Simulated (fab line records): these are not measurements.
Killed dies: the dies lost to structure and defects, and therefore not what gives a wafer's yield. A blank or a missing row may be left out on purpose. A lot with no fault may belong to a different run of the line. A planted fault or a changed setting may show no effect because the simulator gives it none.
Which tool did it? ; flow nandHarc ; Sampling: 12 lots, 36 wafers, 5 of 1159 route steps

== WHAT EACH GAUGE READ, for each wafer ==
NHARC_END_SORT_01. Usual: killedAtArray 27, standard deviation 10; killedAtOther 0.6, standard deviation 1; killedAtPeriphery 3.4, standard deviation 2.7; killedDies 31, standard deviation 9.7; killedOpen 3.4, standard deviation 1.7; killedShort 2.2, standard deviation 1.5.
lot;measured;on;killedAtArray;killedAtOther;killedAtPeriphery;killedDies;killedOpen;killedShort;flag
L557;day 20 09:55;prober-01;31 40 27;0 1 0;4 3 2;35 44 29;3 2 2;4 1 3;
L559;day 20 18:31;prober-01;42 33 38;0 0 1;1 5 3;43 38 42;2 5 3;4 1 4;
L568;day 23 13:26;prober-01;19 35 22;0 0 0;2 3 2;21 38 24;1 4 2;1 0 2;
L571;day 24 02:54;prober-01;45 40 48;0 0 0;0 0 0;45 40 48;2 1 6;3 1 0;

== TOOL THAT RAN EACH LOT (tool first, then ch and the chambers of the sampled wafers, then the start) ==
lot;NHARC_A_CONTACT_DEP_85;NHARC_A_CONTACT_ETCH_88;NHARC_A_CONTACT_ETCH_30;NHARC_A_CONTACT_ETCH_139
L553;pecvd-04 ch 0,1,2, day 16 15:13;rieDiel-05 ch 0,2,3, day 16 16:07;rieDiel-05 ch 0,2,3, day 16 17:43 or earlier;harCapEtch-02 ch 0,1, day 16 17:43
L554;pecvd-01 ch 0,1, day 17 00:41;rieDiel-08 ch 0,2,3, day 17 01:34;rieDiel-08 ch 0,1,3, day 17 03:13 or earlier;harCapEtch-02 ch 0,1, day 17 03:13
L557;pecvd-01 ch 0,1, day 17 11:41;rieDiel-05 ch 0,1, day 17 12:31;rieDiel-05 ch 1,2,3, day 17 14:09 or earlier;harCapEtch-01 ch 0,1, day 17 14:09
L559;pecvd-01 ch 1,2, day 18 03:11;rieDiel-05 ch 0,1,2, day 18 04:10;rieDiel-05 ch 0,2,3, day 18 05:49 or earlier;harCapEtch-03 ch 0,1, day 18 05:49
L565;pecvd-02 ch 1,2, day 19 23:39;rieDiel-11 ch 0,3, day 20 00:37;rieDiel-11 ch 1,2,3, day 20 02:23 or earlier;harCapEtch-03 ch 0,1, day 20 02:23
L569;pecvd-01 ch 0,1,2, day 20 12:51;rieDiel-11 ch 0,1,3, day 20 13:49;rieDiel-11 ch 1,2, day 20 15:29 or earlier;harCapEtch-01 ch 0,1, day 20 15:29
L568;pecvd-02 ch 0,1, day 20 14:11;rieDiel-11 ch 0,2,3, day 20 15:03;rieDiel-11 ch 0,2,3, day 20 16:52 or earlier;harCapEtch-03 ch 0,1, day 20 16:52
L572;pecvd-02 ch 1,2, day 21 13:25;rieDiel-05 ch 1,2,3, day 21 14:22;rieDiel-05 ch 0,2, day 21 16:04 or earlier;harCapEtch-03 ch 0,1, day 21 16:04
L571;pecvd-02 ch 0,2, day 21 17:55;rieDiel-05 ch 0,1, day 21 19:01;rieDiel-05 ch 0,1,2, day 21 20:49 or earlier;harCapEtch-02 ch 0,1, day 21 20:49
L573;pecvd-04 ch 0,1, day 22 00:28;rieDiel-08 ch 0,1,2, day 22 01:40;rieDiel-08 ch 1,2,3, day 22 03:56 or earlier;harCapEtch-01 ch 0,1, day 22 03:56
L576;pecvd-01 ch 0,1,2, day 22 13:42;rieDiel-08 ch 1,2,3, day 22 14:40;rieDiel-08 ch 0,1,2, day 22 16:15 or earlier;harCapEtch-03 ch 0,1, day 22 16:15
L574;pecvd-01 ch 0,2, day 22 19:05;rieDiel-11 ch 1,2, day 22 20:16;rieDiel-11 ch 0,1,2, day 22 22:03 or earlier;harCapEtch-03 ch 0,1, day 22 22:03
- NHARC_A_CONTACT_DEP_85: deposits SiON, target thk 50 nm.
- NHARC_A_CONTACT_ETCH_88: etches the open film in CF4, target depth 39 nm, time 65 s.
- NHARC_A_CONTACT_ETCH_30: etches the open film in CF4/CHF3, target depth 60.5 nm, time 30.2 s.
- NHARC_A_CONTACT_ETCH_139: etches the open film in C4F8/O2/Ar, time 137 s, target depth 590 nm.

== AS READ BY THE TOOLS THEMSELVES (means over the sampled wafers that have a number; for cases with no such wafer, the mark the record gives instead) ==
NHARC_A_CONTACT_DEP_85. Usual: heaterPowerW 725 W, standard deviation 87.
lot;tool;heaterPowerW (W);flag
L553;pecvd-04;708;
L554;pecvd-01;856;
L557;pecvd-01;852;
L559;pecvd-01;708;
L565;pecvd-02;646;
L569;pecvd-01;790;
L568;pecvd-02;741;
L572;pecvd-02;679;
L571;pecvd-02;660;
L573;pecvd-04;673;
L576;pecvd-01;758;
L574;pecvd-01;721;

NHARC_A_CONTACT_ETCH_88. Usual: cf4FlowSccm is 149.9 sccm with standard deviation 0.42, drypumpMotorCurrentA is 6.0 A with standard deviation 0.38, oesProductAu is 1.004 a.u. with standard deviation 0.0075, rfVppV is 151.6 V with standard deviation 1.2, runLengthS is 86.4 s with standard deviation 0.4, showerheadPlenumPTorr is 1.79 Torr with standard deviation 0.07, and throttleValvePct is 13.283 % with standard deviation 0.009.
lot;tool;cf4FlowSccm (sccm);drypumpMotorCurrentA (A);oesProductAu (a.u.);rfVppV (V);runLengthS (s);showerheadPlenumPTorr (Torr);throttleValvePct (%);flag
L553;rieDiel-05;150.1;6.2;1.004;152.4;86.1;1.84;13.281;
L554;rieDiel-08;150.1;5.7;0.998;152.3;86.3;1.80;13.280;
L557;rieDiel-05;150.2;6.0;1.011;153.2;70.3;1.85;13.285;OFF
L559;rieDiel-05;150.0;5.9;0.998;152.0;70.2;1.84;13.281;OFF
L565;rieDiel-11;150.3;6.3;1.008;150.1;87.0;1.70;13.285;
L569;rieDiel-11;150.0;6.2;1.002;151.7;86.7;1.75;13.280;
L568;rieDiel-11;149.5;6.1;1.002;150.8;86.6;1.73;13.283;
L572;rieDiel-05;149.6;5.8;1.003;151.8;86.1;1.84;13.291;
L571;rieDiel-05;150.1;5.6;1.003;152.3;86.1;1.84;13.281;
L573;rieDiel-08;150.2;5.7;0.988;152.3;86.2;1.86;13.282;
L576;rieDiel-08;149.6;5.5;1.001;152.0;86.0;1.82;13.291;
L574;rieDiel-11;149.5;5.9;1.004;151.6;86.2;1.76;13.285;

NHARC_A_CONTACT_ETCH_30. Usual: cf4FlowSccm is 100.02 sccm with standard deviation 0.29, drypumpMotorCurrentA is 6.0 A with standard deviation 0.37, oesProductAu is 0.933 a.u. with standard deviation 0.0096, rfVppV is 371.3 V with standard deviation 2.2, runLengthS is 51.6 s with standard deviation 0.45, showerheadPlenumPTorr is 1.60 Torr with standard deviation 0.062, and throttleValvePct is 16.803 % with standard deviation 0.0097.
lot;tool;cf4FlowSccm (sccm);drypumpMotorCurrentA (A);oesProductAu (a.u.);rfVppV (V);runLengthS (s);showerheadPlenumPTorr (Torr);throttleValvePct (%);flag
L553;rieDiel-05;99.85;6.1;0.933;372.3;51.2;1.64;16.801;
L554;rieDiel-08;100.16;5.8;0.926;368.3;51.0;1.53;16.800;
L557;rieDiel-05;100.01;5.8;0.928;372.8;51.3;1.64;16.799;
L559;rieDiel-05;99.97;6.1;0.931;372.3;51.3;1.64;16.806;
L565;rieDiel-11;100.19;6.1;0.939;369.5;51.9;1.54;16.804;
L569;rieDiel-11;99.87;5.9;0.928;371.5;51.7;1.57;16.805;
L568;rieDiel-11;99.92;6.1;0.930;369.2;52.0;1.53;16.806;
L572;rieDiel-05;99.83;6.2;0.923;372.3;51.5;1.62;16.809;
L571;rieDiel-05;100.33;5.9;0.927;372.7;51.5;1.63;16.805;
L573;rieDiel-08;100.18;5.5;0.930;372.1;51.1;1.62;16.805;
L576;rieDiel-08;100.15;5.7;0.930;372.6;51.4;1.66;16.803;
L574;rieDiel-11;100.09;6.0;0.928;370.7;52.0;1.58;16.810;

NHARC_A_CONTACT_ETCH_139. Usual: oesAirLineAu 1.000 a.u., standard deviation 0.02; runLengthS 168.3 s, standard deviation 0.49.
lot;tool;oesAirLineAu (a.u.);runLengthS (s);flag
L553;harCapEtch-02;1.015;167.7;
L554;harCapEtch-02;1.013;167.8;
L557;harCapEtch-01;0.972;168.4;
L559;harCapEtch-03;0.991;168.4;
L565;harCapEtch-03;0.995;168.6;
L569;harCapEtch-01;1.007;168.8;
L568;harCapEtch-03;1.004;168.6;
L572;harCapEtch-03;0.989;168.4;
L571;harCapEtch-02;0.992;167.5;
L573;harCapEtch-01;0.997;168.7;
L576;harCapEtch-03;1.005;168.5;
L574;harCapEtch-03;0.978;168.7;

== THE ANSWER, worked out from the rows above alone ==
Rule: a lot counts as off when the mean over its wafers that have a number is more than 3 standard deviations away from the usual mean. A lot without any number at a reading at which 4 lots or more have one is off too. Any other lot the step has rows for is counted as sound. First the gauges in route order, then the tools' own readings, where a lot's mean is used as printed above. The first step at which some lot is off is used, and at that step the reading that is off furthest; a lot without a number counts as furthest.
Off at NHARC_A_CONTACT_ETCH_88 (runLengthS): L557, L559.
A tool fits if, at that step or a process step before it, it ran every lot that is off, and no sound lot after the first of them. Not one of the candidates tried fits.

== WHAT THE SIMULATOR HAD INSERTED ==
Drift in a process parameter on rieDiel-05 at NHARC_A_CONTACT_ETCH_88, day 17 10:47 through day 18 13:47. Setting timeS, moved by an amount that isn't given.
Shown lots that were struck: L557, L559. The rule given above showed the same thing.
